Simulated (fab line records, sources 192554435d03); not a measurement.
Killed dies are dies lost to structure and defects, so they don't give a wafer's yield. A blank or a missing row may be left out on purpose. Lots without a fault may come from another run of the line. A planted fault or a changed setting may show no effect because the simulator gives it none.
A struck lot beside a sound one | flow n5_finfet | 16 steps out of a route of 1938
Sound: wafers L338.3, L338.5, L338.6. Struck: wafers L347.2, L347.4. The cause comes at the end.
At each step with rows: each side's tool, then ch and its chambers, then its first start. Under that, the readings that differ: sound wafers | struck wafers | difference of the means | sigmas: that difference in standard deviations of wafers without a fault.
alike: readings whose means differ by less than 2 such deviations, and words and numbers that are the same on both sides. not compared: withheld readings, readings that some wafer has no value for, bounds like >300 that may hide the same value, and numbers for which the record gives no deviation and whose values overlap.
The two part at a step that has a row with sigmas, a row that says differs or no value, or rows on one side only. Numbers that don't overlap but have no deviation are shown without sigmas and don't part them. A reading that every wafer of one side lacks parts them only if that side has two wafers or more.

first, 4 steps without rows for these wafers: N5_BEOL_M9_HM_STRIP_39 (strips TiN in peroxide tin strip, target depth 25 nm, time 158 s); N5_BEOL_M9_SRD_40 (time 30 s); N5_BEOL_M9_PRECLEAN_42 (cleans in residue remover, time 60 s); N5_BEOL_M9_SRD_43 (time 30 s).
N5_BEOL_M9_CD_MEAS_35: target cd 70 nm, target cd y 40 nm.
  sound on cd_sem-03, day 12 20:22; struck on cd_sem-01, day 15 00:22
  alike: cd_nm
N5_BEOL_M9_CURE_72: cures SiCOH lowk, time 120 s.
  sound on uv_cure-02 ch 2, day 12 20:35; struck on uv_cure-03 ch 0, day 15 00:30
  alike: lamp_power_pct, wafer_temp_C_max
N5_BEOL_M9_DEGAS_44: time 60 s.
  sound on pvd_sputter-02, day 12 21:10; struck on pvd_sputter-03, day 15 02:39
  alike: heater_power_w
then, 2 steps without rows for these wafers: N5_BEOL_M9_PRE_CLEAN_45 (time 30 s); N5_BEOL_M9_ALD_74 (deposits TaN, target thk 2 nm, pulse time 2 s, purge time 3 s).
N5_BEOL_M9_SURFACE_TREAT_79:
  sound on pvd_sputter-02, day 12 21:47; struck on pvd_sputter-02, day 15 03:04
  not compared: throttle_valve_pct
then, 1 step without rows for these wafers: N5_BEOL_M9_CVD_78 (deposits Co from CCTBA/H2, target thk 2 nm, time 138.9 s).
N5_BEOL_M9_SPUTTER_48: material Cu, target thk 12 nm, time 2 s.
  sound on pvd_sputter-02, day 12 22:20; struck on pvd_sputter-01, day 15 03:19
  alike: bias_v, throttle_valve_pct
N5_BEOL_M9_ECD_50: material Cu, target thk 318 nm.
  sound on ecd_cu-01 ch 0,1, day 12 22:29; struck on ecd_cu-01 ch 0,1, day 15 03:26
  reading                                | sound           | struck      | difference | sigmas
  model.Cu_of_BEOL_M9_ECD_50.thk_nm (nm) | 316.6 319.6 324 | 221.2 228.6 | -95.2      |
N5_BEOL_M9_ANNEAL_51: time 90 s.
  sound on rtp_anneal-01 ch 0, day 12 22:39; struck on rtp_anneal-02 ch 0, day 15 03:36
  alike: wafer_temp_C_max
N5_BEOL_M9_CMP_52: polishes, stops on SiCOH lowk, t overpolish 7 s, target thk 140 nm.
  sound on cmp-03 ch 0,1,2, day 12 22:58; struck on cmp-01 ch 0,3, day 15 03:55
  reading                | sound    | struck | difference | sigmas
  time_to_endpoint_s (s) | 69 64 69 | 45 45  | -22        | -7
  alike: motor_current_A
N5_BEOL_M9_THK_MEAS_53: measures by xrf.
  sound on film_metro-02, day 12 23:09; struck on film_metro-02, day 15 04:08
  reading     | sound       | struck  | difference | sigmas
  M9_THK (nm) | 144 146 142 | 132 133 | -12        | -3

WHERE THEY PART
First at N5_BEOL_M9_CMP_52; last, within this record, at N5_BEOL_M9_THK_MEAS_53.

WHY: what the simulator had put in
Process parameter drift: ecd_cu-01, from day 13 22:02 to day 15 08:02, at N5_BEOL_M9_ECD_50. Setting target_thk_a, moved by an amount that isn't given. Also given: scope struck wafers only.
